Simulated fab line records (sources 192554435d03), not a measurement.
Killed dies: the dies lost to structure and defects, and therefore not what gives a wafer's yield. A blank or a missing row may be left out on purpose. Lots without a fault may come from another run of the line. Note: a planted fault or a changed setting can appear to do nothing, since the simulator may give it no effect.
Split-lot experiment + flow n5Finfet + on a route of 1938 steps: 7 lots, 21 wafers read

== THE SPLIT ITSELF ==
At N5_GATE_CUT_HM_DEP_46 (deposits SiO2 from TEOS/O2, target thk 130 nm, time 26.6 s), the setting timeS was moved away from the recipe's 26.6 s on 11 of the 21 wafers read, by -11.8% to +8.9%. This setting was run at the recipe's value on the other wafers.

The split's own step is where the reading is taken.

== THE READING ==
SiO2_of_GATE_CUT_HM_DEP_46.thkNm (the simulator's own value, which no gauge read), in nm, at N5_GATE_CUT_HM_DEP_46 (deposits SiO2 from TEOS/O2, target thk 130 nm, time 26.6 s). No usual value for it is given in the file. Here, 10 wafers ran the recipe; their average is 129.8 nm with a standard deviation of 1.4 nm.

| wafer  | tool, chamber at the split | timeS as run, s | against the recipe | SiO2_of_GATE_CUT_HM_DEP_46.thkNm, nm | against lot-mates on the recipe |
|--------|----------------------------|-----------------|--------------------|--------------------------------------|---------------------------------|
| L074.2 | pecvd-04, 1                | 23.45           | -11.8%             | 111.8                                | -17.0                           |
| L074.3 | pecvd-04, 0                | 26.6            | recipe             | 128.4                                | -                               |
| L074.6 | pecvd-04, 1                | 26.6            | recipe             | 129.2                                | -                               |
| L081.3 | pecvd-04, 0                | 25.27           | -5.0%              | 123                                  | -5.6                            |
| L081.4 | pecvd-04, 2                | 26.6            | recipe             | 128.6                                | -                               |
| L081.6 | pecvd-04, 0                | 25.27           | -5.0%              | 125.4                                | -3.2                            |
| L084.1 | pecvd-01, 0                | 26.6            | recipe             | 129                                  | -                               |
| L084.3 | pecvd-01, 1                | 27.8            | +4.5%              | 136                                  | +5.5                            |
| L084.4 | pecvd-01, 1                | 26.6            | recipe             | 132                                  | -                               |
| L087.1 | pecvd-02, 2                | 28.96           | +8.9%              | 138                                  | +9.2                            |
| L087.2 | pecvd-02, 0                | 28.96           | +8.9%              | 139.8                                | +11.0                           |
| L087.5 | pecvd-02, 0                | 26.6            | recipe             | 128.8                                | -                               |
| L090.2 | pecvd-04, 1                | 25.43           | -4.4%              | 122.6                                | -10.2                           |
| L090.5 | pecvd-04, 0                | 26.6            | recipe             | 132.8                                | -                               |
| L090.6 | pecvd-04, 2                | 25.43           | -4.4%              | 125.2                                | -7.6                            |
| L091.1 | pecvd-02, 0                | 24.29           | -8.7%              | 119.6                                | no lot-mate on the recipe       |
| L091.3 | pecvd-02, 1                | 24.29           | -8.7%              | 121                                  | no lot-mate on the recipe       |
| L091.6 | pecvd-02, 2                | 24.29           | -8.7%              | 121.4                                | no lot-mate on the recipe       |
| L093.2 | pecvd-01, 0                | 26.6            | recipe             | 129                                  | -                               |
| L093.3 | pecvd-01, 1                | 26.6            | recipe             | 129.8                                | -                               |
| L093.4 | pecvd-01, 2                | 26.6            | recipe             | 130.8                                | -                               |

FIT RESULTS
A straight line over all 21 wafers: SiO2_of_GATE_CUT_HM_DEP_46.thkNm changes by +1.17 nm for each +1% of timeS; r = +0.97; the points scatter about the line by 1.7 nm.
The same after taking each lot's own level away (the mean of its wafers on the recipe; 18 wafers): +1.29 nm for each +1%; r = +0.97; scatter 1.7 nm.
The reading moves by 15 nm for the largest change in timeS, on that fit.
The span of the lots' own levels, 128.60 to 132.80 nm, comes to 2.9 times the standard deviation stated above.
So the lot-to-lot level changes the slope little: the two slopes agree.
Check: for one of the wafers moved furthest among these (-11.8%), held out of the fit, the line's prediction against its lot-mates is -14.9 nm. Against them it came out at -17 nm.

== FURTHER SPLITS ON THESE WAFERS ==
Other splits were also applied to these wafers ahead of the reading. Each is held against what the fit with the lots' levels taken away leaves over:
| other split on the same wafers | wafers away from the commonest value | r with SiO2_of_GATE_CUT_HM_DEP_46.thkNm (lot level and that fit taken away) |
|--------------------------------|--------------------------------------|-----------------------------------------------------------------------------|
| N5_SD_EPI_P_PEB_07 pebTimeS    | 3                                    | +0.79                                                                       |
| N5_SDB_ETCH_18 sourceW         | 7                                    | +0.00                                                                       |
| N5_HKMG_FIN_DESCUM_17 timeS    | 11                                   | +0.27                                                                       |

== FILE'S OWN FIT ==
SiO2_of_GATE_CUT_HM_DEP_46.thkNm changes by +1.33 nm for each +1% of timeS, r = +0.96.
